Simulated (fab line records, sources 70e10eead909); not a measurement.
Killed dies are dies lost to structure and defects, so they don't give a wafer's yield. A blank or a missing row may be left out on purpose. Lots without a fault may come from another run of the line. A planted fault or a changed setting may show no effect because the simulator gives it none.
Chamber matching | flow nand_harc | NHARC_P_CONTACT_STRIP_28 on rie_diel-03: 4 sister chambers
The step strips in O2. 22 wafers are shown with their chamber, then 11 later ones without.

WAFERS WITH THEIR CHAMBER
wafer  | chamber | showerhead_plenum_p_Torr (Torr) | drypump_motor_current_A (A) | rf_vpp_V (V)
L074.1 | 2       | 3.66                            | 6.1                         | 58.9
L074.5 | 3       | 3.71                            | 6.1                         | 58.0
L074.6 | 2       | 3.66                            | 6.1                         | 57.7
L075.2 | 3       | 3.71                            | 6.1                         | 58.5
L075.4 | 1       | 3.36                            | 5.7                         | 57.5
L075.5 | 3       | 3.71                            | 6.1                         | 57.3
L077.3 | 0       | 3.41                            | 5.6                         | 58.5
L077.4 | 2       | 3.66                            | 6.1                         | 57.0
L077.5 | 0       | 3.41                            | 5.6                         | 57.9
L086.2 | 3       | 3.71                            | 6.0                         | 57.9
L086.5 | 3       | 3.71                            | 6.0                         | 58.7
L086.6 | 2       | 3.66                            | 6.1                         | 58.1
L085.3 | 0       | 3.41                            | 5.6                         | 57.1
L085.4 | 3       | 3.71                            | 6.1                         | 57.8
L085.5 | 1       | 3.36                            | 5.7                         | 57.3
L087.3 | 3       | 3.71                            | 6.1                         | 58.1
L087.5 | 1       | 3.36                            | 5.7                         | 55.2
L087.6 | 0       | 3.41                            | 5.6                         | 58.4
L089.1 | 3       | 3.71                            | 6.1                         | 58.1
L089.4 | 2       | 3.65                            | 6.1                         | 57.7
L089.5 | 1       | 3.36                            | 5.7                         | 56.2
L091.3 | 2       | 3.65                            | 6.1                         | 57.3

SIGNATURES (means of the wafers above)
reading                  | chamber 0 | chamber 1 | chamber 2 | chamber 3 | scatter within a chamber
showerhead_plenum_p_Torr | 3.4100    | 3.3600    | 3.6567    | 3.7100    | 0.00272
drypump_motor_current_A  | 5.600     | 5.700     | 6.100     | 6.075     | 0.0289
rf_vpp_V                 | 57.975    | 56.550    | 57.783    | 58.050    | 0.672
Rule: a wafer's distance from a chamber is the root of the sum, over the readings, of the square of ((its reading less the chamber's mean) divided by the reading's scatter). The wafer belongs to the nearest chamber; if the next one is less than 2 further off, it can't be placed. The scatter: the root of (the sum of the squares of (reading less its chamber's mean) over the shown wafers, divided by (wafers less chambers)).

WAFERS WITHOUT THEIR CHAMBER
wafer  | showerhead_plenum_p_Torr (Torr) | drypump_motor_current_A (A) | rf_vpp_V (V)
L091.4 | 3.41                            | 5.6                         | 57.6
L091.5 | 3.41                            | 5.6                         | 56.2
L094.3 | 3.41                            | 5.6                         | 58.8
L094.4 | 3.71                            | 6.1                         | 58.2
L094.6 | 3.41                            | 5.6                         | 56.2
L094.1 | 3.65                            | 6.1                         | 56.8
L094.2 | 3.36                            | 5.6                         | 56.8
L094.5 | 3.36                            | 5.7                         | 56.7
L095.2 | 3.70                            | 6.1                         | 58.3
L095.4 | 3.36                            | 5.7                         | 57.2
L095.5 | 3.41                            | 5.6                         | 57.8

WHICH CHAMBER EACH WENT THROUGH
wafer  | from the rows above | in truth
L091.4 | 0                   | 0
L091.5 | 0                   | 0
L094.3 | 0                   | 0
L094.4 | 3                   | 3
L094.6 | 0                   | 0
L094.1 | 2                   | 2
L094.2 | 1                   | 1
L094.5 | 1                   | 1
L095.2 | 3                   | 3
L095.4 | 1                   | 1
L095.5 | 0                   | 0
Placed correctly: 11 of 11. Can't be placed from these rows: 0. Placed wrongly: 0.
